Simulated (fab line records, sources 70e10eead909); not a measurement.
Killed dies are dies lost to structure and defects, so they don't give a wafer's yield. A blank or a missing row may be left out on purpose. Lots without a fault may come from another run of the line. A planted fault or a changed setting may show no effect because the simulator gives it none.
A struck lot beside a sound one | flow nand_harc | 13 steps out of a route of 1159
Sound: wafers L947.4, L947.5, L947.6. Struck: wafers L937.2, L937.4, L937.5. The cause comes at the end.
At each step with rows: each side's tool, then ch and its chambers, then its first start. Under that, the readings that differ: sound wafers | struck wafers | difference of the means | sigmas: that difference in standard deviations of wafers without a fault.
alike: readings whose means differ by less than 2 such deviations, and words and numbers that are the same on both sides. not compared: withheld readings, readings that some wafer has no value for, bounds like >300 that may hide the same value, and numbers for which the record gives no deviation and whose values overlap.
The two part at a step that has a row with sigmas, a row that says differs or no value, or rows on one side only. Numbers that don't overlap but have no deviation are shown without sigmas and don't part them. A reading that every wafer of one side lacks parts them only if that side has two wafers or more.

NHARC_P_START_INSPECT_01:
  sound on defect_inspect-02, day 4 12:02; struck on defect_inspect-01, day 2 00:02
  alike: raw_defect_count
then, 11 steps without rows for these wafers: NHARC_P_ZERO_WELL_PRECLEAN_00 (cleans in SPM, time 600 s); NHARC_P_ZERO_WELL_SRD_01; NHARC_P_ZERO_WELL_PECVD_02 (deposits SiO2, target thk 10 nm); NHARC_P_ZERO_WELL_DEHYDRATE_03 (time 120 s); NHARC_P_ZERO_WELL_HMDS_04 (time 30 s); NHARC_P_ZERO_WELL_COAT_64 (time 65 s); NHARC_P_ZERO_WELL_COAT_05 (resist thk 600 nm); NHARC_P_ZERO_WELL_SOFTBAKE_06 (time 70 s); NHARC_P_ZERO_WELL_EBR_07; NHARC_P_ZERO_WELL_EXPOSE_08 (exposes mask P ZERO, target cd 500 nm); NHARC_P_ZERO_WELL_PEB_09 (peb time 80 s).
NHARC_P_ZERO_WELL_DEVELOP_10: time 50 s.
  sound on litho_track-07 ch 0, day 4 13:00; struck on litho_track-03, day 2 01:00
  no value came back on the struck wafers for chill_plate_temp_C (C), developer_temp_C (C); on the sound wafers chill_plate_temp_C (C) reads 22.85 22.98 22.99

WHERE THEY PART
Only at NHARC_P_ZERO_WELL_DEVELOP_10, within this record.

WHY: what the simulator had put in
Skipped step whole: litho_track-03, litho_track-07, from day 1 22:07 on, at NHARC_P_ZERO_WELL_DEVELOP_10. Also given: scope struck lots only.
